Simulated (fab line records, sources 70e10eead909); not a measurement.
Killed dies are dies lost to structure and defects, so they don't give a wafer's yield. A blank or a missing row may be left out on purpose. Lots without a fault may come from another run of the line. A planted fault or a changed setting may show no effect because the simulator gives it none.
Chamber matching | flow nand_harc | NHARC_A_BLC_ALD_23 on ald_metal-03: 4 sister chambers
The step deposits TiN, target thk 3 nm, pulse time 1 s, ald cycles 150. 16 wafers are shown with their chamber, then 8 later ones without.

WAFERS WITH THEIR CHAMBER
wafer  | chamber | heater_power_w (W) | precursor_pulse_height_rel
L075.2 | 0       | 1153               | 1.017
L075.3 | 1       | 1173               | 0.985
L075.4 | 3       | 1160               | 0.972
L082.3 | 2       | 1149               | 0.992
L082.4 | 1       | 1162               | 0.998
L082.6 | 3       | 1179               | 0.980
L084.1 | 1       | 1144               | 0.959
L084.4 | 0       | 1187               | 0.998
L084.5 | 3       | 1180               | 0.984
L088.1 | 2       | 1132               | 1.026
L088.4 | 0       | 1130               | 1.010
L088.5 | 2       | 1113               | 1.011
L089.2 | 2       | 1127               | 0.994
L089.3 | 0       | 1169               | 0.979
L089.6 | 3       | 1158               | 0.985
L091.2 | 3       | 1156               | 0.964

SIGNATURES (means of the wafers above)
reading                    | chamber 0 | chamber 1 | chamber 2 | chamber 3 | scatter within a chamber
heater_power_w             | 1159.75   | 1159.67   | 1130.25   | 1166.60   | 16.9
precursor_pulse_height_rel | 1.00100   | 0.98067   | 1.00575   | 0.97700   | 0.015
Rule: a wafer's distance from a chamber is the root of the sum, over the readings, of the square of ((its reading less the chamber's mean) divided by the reading's scatter). The wafer belongs to the nearest chamber; if the next one is less than 2 further off, it can't be placed. The scatter: the root of (the sum of the squares of (reading less its chamber's mean) over the shown wafers, divided by (wafers less chambers)).

WAFERS WITHOUT THEIR CHAMBER
wafer  | heater_power_w (W) | precursor_pulse_height_rel
L091.3 | 1169               | 1.007
L091.4 | 1135               | 1.007
L092.1 | 1184               | 0.987
L092.2 | 1087               | 0.985
L092.4 | 1134               | 1.030
L096.3 | 1163               | 1.010
L096.4 | 1067               | 1.021
L096.6 | 1137               | 0.998

WHICH CHAMBER EACH WENT THROUGH
wafer  | from the rows above               | in truth
L091.3 | can't be placed: 0 or 1 or 3 or 2 | 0
L091.4 | can't be placed: 2 or 0 or 1      | 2
L092.1 | can't be placed: 3 or 1 or 0      | 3
L092.2 | can't be placed: 2 or 1 or 0 or 3 | 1
L092.4 | can't be placed: 2 or 0 or 1      | 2
L096.3 | can't be placed: 0 or 2 or 1 or 3 | 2
L096.4 | can't be placed: 2 or 0           | 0
L096.6 | can't be placed: 2 or 0 or 1 or 3 | 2
Placed correctly: 0 of 8. Can't be placed from these rows: 8 (the true chamber is among the candidates in 8). Placed wrongly: 0.
